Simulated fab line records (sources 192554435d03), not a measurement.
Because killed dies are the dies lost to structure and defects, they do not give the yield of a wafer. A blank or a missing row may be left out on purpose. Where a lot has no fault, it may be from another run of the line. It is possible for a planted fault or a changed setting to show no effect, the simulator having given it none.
Matching of chambers / flow n5-finfet / N5_FIN_SAQP_ALD_61 on ald-sin-01 has 4 sister chambers
The step deposits SiO2, target thk 4 nm, pulse time 1 s, purge time 2 s. 4 wafers are shown with their chamber, then 9 later ones without.

WAFERS, EACH WITH ITS CHAMBER
wafer=L091.6; chamber=2; heater-power-w (W)=461
wafer=L094.1; chamber=0; heater-power-w (W)=618
wafer=L094.2; chamber=3; heater-power-w (W)=496
wafer=L094.3; chamber=1; heater-power-w (W)=511

WAFERS MISSING THEIR CHAMBER
wafer=L094.4; heater-power-w (W)=450
wafer=L094.5; heater-power-w (W)=506
wafer=L094.6; heater-power-w (W)=459
wafer=L096.2; heater-power-w (W)=513
wafer=L096.4; heater-power-w (W)=469
wafer=L096.5; heater-power-w (W)=619
wafer=L097.2; heater-power-w (W)=457
wafer=L097.3; heater-power-w (W)=610
wafer=L097.6; heater-power-w (W)=500

THE CHAMBER EACH PASSED THROUGH
wafer=L094.4; from the rows above=2; in truth=2
wafer=L094.5; from the rows above=can't be placed: 1 or 3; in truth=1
wafer=L094.6; from the rows above=2; in truth=2
wafer=L096.2; from the rows above=1; in truth=1
wafer=L096.4; from the rows above=2; in truth=2
wafer=L096.5; from the rows above=0; in truth=0
wafer=L097.2; from the rows above=2; in truth=2
wafer=L097.3; from the rows above=0; in truth=0
wafer=L097.6; from the rows above=can't be placed: 3 or 1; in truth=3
Correct placement for 7 of the 9. Not placeable from these rows: 2 (in 2, the candidates include the true chamber). Wrongly placed: 0.
How it was worked out, from the rows above alone: a wafer's distance from a chamber is the root of the sum, over the readings, of the square of ((its reading less the chamber's mean) divided by the reading's scatter). If the next closest chamber is less than 2 further off than the closest, the wafer can't be placed; otherwise it belongs to the closest. The mean given for a chamber averages the wafers shown for that chamber. The scatter: with one shown wafer a chamber, the root of the mean of the squares of how far each hidden wafer lies from its nearest shown one.
